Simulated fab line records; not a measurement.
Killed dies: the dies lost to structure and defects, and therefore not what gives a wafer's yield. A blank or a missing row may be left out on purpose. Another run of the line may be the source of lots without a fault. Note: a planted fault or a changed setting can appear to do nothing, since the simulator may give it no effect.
Lot-split experiment || flow n5-finfet || 21 wafers read from 7 lots, route of 1938 steps

ON THE SPLIT
At N5_PMOS_HMC_CHANNEL_EPI_PEB_07 (peb time 60 s), the setting peb-time-s was moved away from the recipe's 60 s on 7 of the 21 wafers read, by -20.0% to +10.3%. For the rest of the wafers, this setting stayed at what the recipe calls for.

FROM SPLIT TO READING: 1 step shown by the file between the two
- N5_PMOS_HMC_CHANNEL_EPI_DEVELOP_08: develop time 30 s

THE READING
cd-nm at N5_PMOS_HMC_CHANNEL_EPI_CD_MEAS_09, given in nm (cd target 237.4 nm). A value of 237.0 nm with a standard deviation of 1.2 nm is what fault-free wafers of this fab line usually give.

{"wafer": "L078.1", "tool, chamber at the split": "litho-track-05, 0", "peb-time-s as run, s": 60, "against the recipe": "recipe", "cd-nm, nm": 237.3, "against lot-mates on the recipe": "-"}
{"wafer": "L078.4", "tool, chamber at the split": "litho-track-05, 0", "peb-time-s as run, s": 48.22, "against the recipe": "-19.6%", "cd-nm, nm": 228.4, "against lot-mates on the recipe": -8.9}
{"wafer": "L078.5", "tool, chamber at the split": "litho-track-05, 0", "peb-time-s as run, s": 48.22, "against the recipe": "-19.6%", "cd-nm, nm": 228.0, "against lot-mates on the recipe": -9.3}
{"wafer": "L079.1", "tool, chamber at the split": "litho-track-05, 0", "peb-time-s as run, s": 48, "against the recipe": "-20.0%", "cd-nm, nm": 227.9, "against lot-mates on the recipe": -9.2}
{"wafer": "L079.2", "tool, chamber at the split": "litho-track-05, 0", "peb-time-s as run, s": 60, "against the recipe": "recipe", "cd-nm, nm": 236.9, "against lot-mates on the recipe": "-"}
{"wafer": "L079.6", "tool, chamber at the split": "litho-track-05, 0", "peb-time-s as run, s": 60, "against the recipe": "recipe", "cd-nm, nm": 237.4, "against lot-mates on the recipe": "-"}
{"wafer": "L080.1", "tool, chamber at the split": "litho-track-03, 0", "peb-time-s as run, s": 60, "against the recipe": "recipe", "cd-nm, nm": 237.0, "against lot-mates on the recipe": "-"}
{"wafer": "L080.2", "tool, chamber at the split": "litho-track-03, 0", "peb-time-s as run, s": 60, "against the recipe": "recipe", "cd-nm, nm": 236.5, "against lot-mates on the recipe": "-"}
{"wafer": "L080.3", "tool, chamber at the split": "litho-track-03, 0", "peb-time-s as run, s": 60, "against the recipe": "recipe", "cd-nm, nm": 238.0, "against lot-mates on the recipe": "-"}
{"wafer": "L082.2", "tool, chamber at the split": "litho-track-05, 0", "peb-time-s as run, s": 60, "against the recipe": "recipe", "cd-nm, nm": 236.7, "against lot-mates on the recipe": "-"}
{"wafer": "L082.4", "tool, chamber at the split": "litho-track-05, 0", "peb-time-s as run, s": 60, "against the recipe": "recipe", "cd-nm, nm": 236.4, "against lot-mates on the recipe": "-"}
{"wafer": "L082.6", "tool, chamber at the split": "litho-track-05, 0", "peb-time-s as run, s": 66.11, "against the recipe": "+10.2%", "cd-nm, nm": 241.4, "against lot-mates on the recipe": "+4.8"}
{"wafer": "L083.1", "tool, chamber at the split": "litho-track-01, 0", "peb-time-s as run, s": 60, "against the recipe": "recipe", "cd-nm, nm": 237.5, "against lot-mates on the recipe": "-"}
{"wafer": "L083.5", "tool, chamber at the split": "litho-track-01, 0", "peb-time-s as run, s": 60, "against the recipe": "recipe", "cd-nm, nm": 237.6, "against lot-mates on the recipe": "-"}
{"wafer": "L083.6", "tool, chamber at the split": "litho-track-01, 0", "peb-time-s as run, s": 60, "against the recipe": "recipe", "cd-nm, nm": 237.6, "against lot-mates on the recipe": "-"}
{"wafer": "L085.4", "tool, chamber at the split": "litho-track-05, 0", "peb-time-s as run, s": 60, "against the recipe": "recipe", "cd-nm, nm": 235.6, "against lot-mates on the recipe": "-"}
{"wafer": "L085.5", "tool, chamber at the split": "litho-track-05, 0", "peb-time-s as run, s": 66.18, "against the recipe": "+10.3%", "cd-nm, nm": 241.9, "against lot-mates on the recipe": "+6.3"}
{"wafer": "L085.6", "tool, chamber at the split": "litho-track-05, 0", "peb-time-s as run, s": 66.18, "against the recipe": "+10.3%", "cd-nm, nm": 240.6, "against lot-mates on the recipe": "+5.0"}
{"wafer": "L097.2", "tool, chamber at the split": "litho-track-05, 0", "peb-time-s as run, s": 55.45, "against the recipe": "-7.6%", "cd-nm, nm": 232.1, "against lot-mates on the recipe": -4.5}
{"wafer": "L097.3", "tool, chamber at the split": "litho-track-05, 0", "peb-time-s as run, s": 60, "against the recipe": "recipe", "cd-nm, nm": 236.2, "against lot-mates on the recipe": "-"}
{"wafer": "L097.5", "tool, chamber at the split": "litho-track-05, 0", "peb-time-s as run, s": 60, "against the recipe": "recipe", "cd-nm, nm": 237.0, "against lot-mates on the recipe": "-"}

FIT RESULTS
A straight line over all 21 wafers: cd-nm changes by +0.448 nm for each +1% of peb-time-s; r = +0.99; the points scatter about the line by 0.67 nm.
The same after taking each lot's own level away (the mean of its wafers on the recipe; 21 wafers): +0.482 nm for each +1%; r = +0.99; scatter 0.49 nm.
According to that fit, moving peb-time-s by its largest amount changes the reading by 9.6 nm.
The span of the lots' own levels, 235.60 to 237.57 nm, comes to 1.6 times the standard deviation stated above.
The two slopes agree, so the slope changes little with the lot-to-lot level.
Check: with one of the wafers moved furthest among these (-20.0%) left out of the fit, the line predicts -9.69 nm for it against its lot-mates. It came out at -9.25 nm against them.

THE OTHER SPLITS THESE WAFERS WENT THROUGH
Before the reading, these wafers also passed through other splits. Each is held against what the fit with the lots' levels taken away leaves over:
{"other split on the same wafers": "N5_ZERO_LAYER_EXPOSE_08 dose-mj", "wafers away from the commonest value": 11, "r with cd-nm (lot level and that fit taken away)": -0.15}
{"other split on the same wafers": "N5_WELL_APT_COAT_02 spin-rpm", "wafers away from the commonest value": 8, "r with cd-nm (lot level and that fit taken away)": "+0.11"}

THE WHOLE CHAIN: every reading that the file lists as answering this split, in the file's order
{"step": "N5_PMOS_HMC_CHANNEL_EPI_CD_MEAS_09", "what it does": "target cd 237.4 nm", "reading": "cd-nm", "change (the file's fit)": "+0.481 nm for each +1% of the setting", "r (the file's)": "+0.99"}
{"step": "N5_PMOS_HMC_CHANNEL_EPI_DESCUM_14", "what it does": "chemistry O2, time 7.9 s", "reading": "PMOS_HMC_CHANNEL_EPI.cd-nm (the simulator's own value, which no gauge read)", "change (the file's fit)": "+0.479 nm for each +1% of the setting", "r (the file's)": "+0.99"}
{"step": "N5_PMOS_HMC_CHANNEL_EPI_ETCH_32", "what it does": "etches BARC in N2/H2, stops on SiO2, target depth 85.8 nm, time 50.3 s", "reading": "PMOS_HMC_CHANNEL_EPI.cd-nm (the simulator's own value, which no gauge read)", "change (the file's fit)": "+0.455 nm for each +1% of the setting", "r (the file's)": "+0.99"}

FILE'S OWN FIT
cd-nm changes by +0.481 nm for each +1% of peb-time-s, r = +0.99.
